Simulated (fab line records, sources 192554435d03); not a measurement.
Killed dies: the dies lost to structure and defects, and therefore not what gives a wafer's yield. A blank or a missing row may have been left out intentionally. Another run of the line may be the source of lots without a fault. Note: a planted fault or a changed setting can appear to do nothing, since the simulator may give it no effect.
What tool caused it? -- flow n5 finfet -- 9 lots, 26 wafers sampled, at 5 steps of a route of 1938

WHAT THE GAUGES SHOWED, per wafer
N5_BEOL_M4_RC_MEAS_101.
lot,measured,on,DIBL_N (mV/V)
L143,day 7 14:54,prober-01,37.0 35.4 37.2
L147,day 9 00:53,prober-02,34.6 36.3 35.7
L150,day 9 09:17,prober-01,41.1 36.9 38.0
L151,day 10 03:05,prober-02,37.8 37.4 36.2
L155,day 11 05:29,prober-01,33.0 36.2 33.8
L156,day 11 08:40,prober-01,36.7 34.2 36.9
L160,day 12 05:31,prober-01,35.6 36.9 36.6
L162,day 12 12:51,prober-01,36.9 36.9 36.4
L164,day 13 12:38,prober-02,35.6 34.5

EACH LOT AND THE TOOL THAT RAN IT (in order: tool; ch and the chambers of the sampled wafers; start)
lot,N5_BEOL_M2_ETCH_63,N5_BEOL_M2_STRIP_19,N5_BEOL_M2_ALD_98,N5_BEOL_M2_ETCH_70
L143,"rie diel-06 ch 1,2, day 6 14:08","rie diel-06 ch 1,2,3, day 6 14:28","ald sin-03 ch 0,3, day 6 15:30","rie diel-01 ch 0,2,3, day 6 16:40"
L147,"rie diel-01 ch 0,1,3, day 7 19:29","rie diel-01 ch 0,1,3, day 7 19:54","ald sin-04 ch 0,1,2, day 7 20:33","rie diel-01 ch 0,1,3, day 7 23:22"
L150,"rie diel-01 ch 0,1,3, day 8 06:50","rie diel-06 ch 0,2,3, day 8 07:10","ald sin-03 ch 1,3, day 8 08:04","rie diel-02 ch 1,2,3, day 8 08:14"
L151,"rie diel-01 ch 1,2, day 8 18:14","rie diel-02 ch 0,3, day 8 18:33","ald sin-03 ch 0,1,2, day 8 20:33","rie diel-06 ch 0,2,3, day 8 23:39"
L155,"rie diel-01 ch 0,1,2, day 9 13:13","rie diel-06 ch 0,2,3, day 9 13:35","ald sin-03 ch 0,1,2, day 9 14:28","rie diel-06 ch 1,2,3, day 9 20:14"
L156,"rie diel-02 ch 0,2, day 9 21:28","rie diel-02 ch 2,3, day 9 21:46","ald sin-03 ch 0,1,2, day 9 22:32","rie diel-01 ch 0,2, day 10 01:37"
L160,"rie diel-01 ch 1,2, day 11 03:31","rie diel-02 ch 1,2,3, day 11 04:00","ald sin-01 ch 0,2,3, day 11 04:44","rie diel-01 ch 1,2, day 11 04:59"
L162,"rie diel-01 ch 1,2, day 11 07:56","rie diel-02 ch 0,3, day 11 08:21","ald sin-04 ch 0,2,3, day 11 09:48","rie diel-06 ch 0,1,3, day 11 10:56"
L164,"rie diel-02 ch 0,1, day 11 15:15","rie diel-02 ch 0,2, day 11 15:34","ald sin-01 ch 0,2, day 11 16:13","rie diel-02 ch 0,3, day 12 00:53"
- N5_BEOL_M2_ETCH_63: etches SiARC in CF4, target depth 15.6 nm, time 26 s.
- N5_BEOL_M2_STRIP_19: strips in O2.
- N5_BEOL_M2_ALD_98: deposits SiO2, target thk 2.5 nm, pulse time 1 s, co reactant pulse time 1 s.
- N5_BEOL_M2_ETCH_70: etches SOC in N2/H2, target depth 80 nm, overetch 24 nm, time 130 s.

THE ANSWER, worked out from the rows above alone
Rule: the lots themselves supply what counts as usual. The widest of any qualifying gaps counts: lots, ordered by their means at a reading, are off when they make up no more than a third of the lots, leave a main group of 4 or more, and stand apart from it by 3 or more times the standard deviation of that group's means. Not used: any main group whose means are identical at the precision the tables above print for the reading. A lot without any number at a reading at which 4 lots or more have one is off too. The other lots that the step has rows for count as sound.
No lot is off at any reading shown: from this, nothing can be told.

WHAT HAD BEEN PUT IN BY THE SIMULATOR
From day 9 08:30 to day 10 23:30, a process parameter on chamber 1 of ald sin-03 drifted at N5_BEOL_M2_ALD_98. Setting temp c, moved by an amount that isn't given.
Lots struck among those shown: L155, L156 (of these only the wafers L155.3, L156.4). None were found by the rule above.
